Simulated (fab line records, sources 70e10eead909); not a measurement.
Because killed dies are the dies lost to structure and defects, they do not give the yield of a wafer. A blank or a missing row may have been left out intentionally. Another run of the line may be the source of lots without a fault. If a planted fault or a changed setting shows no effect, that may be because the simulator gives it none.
Chamber matching -- flow nand_harc -- NHARC_A_CONTACT_CMP_20 on cmp-04 has 4 sister chambers
The step polishes, t overpolish 30 s, target thk 300 nm. 4 wafers are shown with their chamber, then 9 later ones without.

EACH WAFER AND ITS CHAMBER
wafer,chamber,motor_current_A (A)
L085.2,2,12.1
L085.6,3,13.9
L090.4,1,14.2
L090.5,0,11.1

WAFERS WHOSE CHAMBER IS MISSING
wafer,motor_current_A (A)
L091.1,11.5
L091.3,14.6
L091.4,12.7
L092.1,13.7
L092.2,11.4
L092.5,13.8
L097.1,13.9
L097.2,14.6
L097.4,11.7

WHICH CHAMBER EACH ONE RAN IN
wafer,from the rows above,in truth
L091.1,can't be placed: 0 or 2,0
L091.3,can't be placed: 1 or 3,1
L091.4,can't be placed: 2 or 3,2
L092.1,can't be placed: 3 or 1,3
L092.2,can't be placed: 0 or 2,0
L092.5,can't be placed: 3 or 1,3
L097.1,can't be placed: 3 or 1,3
L097.2,can't be placed: 1 or 3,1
L097.4,can't be placed: 2 or 0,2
Placed correctly: 0 of 9. These rows do not allow placing 9 (true chamber among the candidates in 9). Wrongly placed: 0.
How it was worked out, from the rows above alone: a wafer's distance from a chamber is the root of the sum, over the readings, of the square of ((its reading less the chamber's mean) divided by the reading's scatter). If the next closest chamber is less than 2 further off than the closest, the wafer can't be placed; otherwise it belongs to the closest. A chamber's mean is the mean of its shown wafers. The scatter: root of mean squared gap, hidden wafer to nearest shown wafer, with one shown wafer a chamber.
